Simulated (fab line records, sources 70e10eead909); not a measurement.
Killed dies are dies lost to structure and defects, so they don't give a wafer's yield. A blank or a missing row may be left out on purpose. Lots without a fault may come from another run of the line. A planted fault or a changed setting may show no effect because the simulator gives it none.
Chamber matching | flow nand_harc | NHARC_A_M1_CMP_23 on cmp-03: 4 sister chambers
The step polishes, t overpolish 20 s, target thk 154.34 nm. 27 wafers are shown with their chamber, then 12 later ones without.

WAFERS WITH THEIR CHAMBER
wafer  | chamber | motor_current_A (A) | time_to_endpoint_s (s)
L074.2 | 3       | 13.4                | 28.3
L074.3 | 0       | 11.1                | 33.2
L074.4 | 2       | 11.6                | 28.8
L075.1 | 3       | 14.0                | 28.0
L075.2 | 2       | 11.0                | 29.1
L075.5 | 0       | 10.5                | 28.1
L076.2 | 0       | 11.3                | 30.5
L076.3 | 1       | 12.9                | 32.4
L076.5 | 0       | 10.9                | 28.9
L079.1 | 1       | 12.5                | 32.4
L079.2 | 0       | 10.5                | 34.0
L079.4 | 2       | 11.6                | 32.7
L078.4 | 3       | 13.7                | 24.4
L078.5 | 3       | 14.7                | 24.3
L078.6 | 0       | 10.8                | 28.5
L081.1 | 0       | 11.3                | 32.5
L081.2 | 3       | 14.3                | 29.8
L081.5 | 1       | 12.2                | 29.3
L086.4 | 1       | 12.9                | 28.3
L086.5 | 2       | 11.3                | 27.2
L086.6 | 3       | 14.3                | 24.8
L087.2 | 3       | 13.9                | 27.4
L087.3 | 0       | 11.8                | 28.7
L087.4 | 1       | 13.2                | 29.7
L087.1 | 2       | 10.3                | 29.1
L087.5 | 2       | 11.0                | 28.2
L087.6 | 1       | 12.6                | 30.8

SIGNATURES (means of the wafers above)
reading            | chamber 0 | chamber 1 | chamber 2 | chamber 3 | scatter within a chamber
motor_current_A    | 11.025    | 12.717    | 11.133    | 14.043    | 0.433
time_to_endpoint_s | 30.550    | 30.483    | 29.183    | 26.714    | 2.08
Rule: a wafer's distance from a chamber is the root of the sum, over the readings, of the square of ((its reading less the chamber's mean) divided by the reading's scatter). The wafer belongs to the nearest chamber; if the next one is less than 2 further off, it can't be placed. The scatter: the root of (the sum of the squares of (reading less its chamber's mean) over the shown wafers, divided by (wafers less chambers)).

WAFERS WITHOUT THEIR CHAMBER
wafer  | motor_current_A (A) | time_to_endpoint_s (s)
L089.2 | 10.6                | 25.8
L089.4 | 14.0                | 25.6
L089.5 | 11.1                | 26.8
L090.1 | 14.1                | 26.6
L090.4 | 12.9                | 28.2
L090.5 | 11.1                | 27.1
L096.2 | 11.4                | 27.4
L096.4 | 12.8                | 27.4
L096.5 | 12.6                | 25.9
L096.1 | 14.3                | 25.8
L096.3 | 11.2                | 24.7
L096.6 | 11.1                | 25.4

WHICH CHAMBER EACH WENT THROUGH
wafer  | from the rows above          | in truth
L089.2 | can't be placed: 2 or 0      | 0
L089.4 | 3                            | 3
L089.5 | can't be placed: 2 or 0      | 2
L090.1 | 3                            | 3
L090.4 | can't be placed: 1 or 3      | 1
L090.5 | can't be placed: 2 or 0      | 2
L096.2 | can't be placed: 2 or 0      | 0
L096.4 | can't be placed: 1 or 3      | 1
L096.5 | can't be placed: 1 or 3 or 2 | 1
L096.1 | 3                            | 3
L096.3 | can't be placed: 2 or 0      | 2
L096.6 | can't be placed: 2 or 0      | 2
Placed correctly: 3 of 12. Can't be placed from these rows: 9 (the true chamber is among the candidates in 9). Placed wrongly: 0.
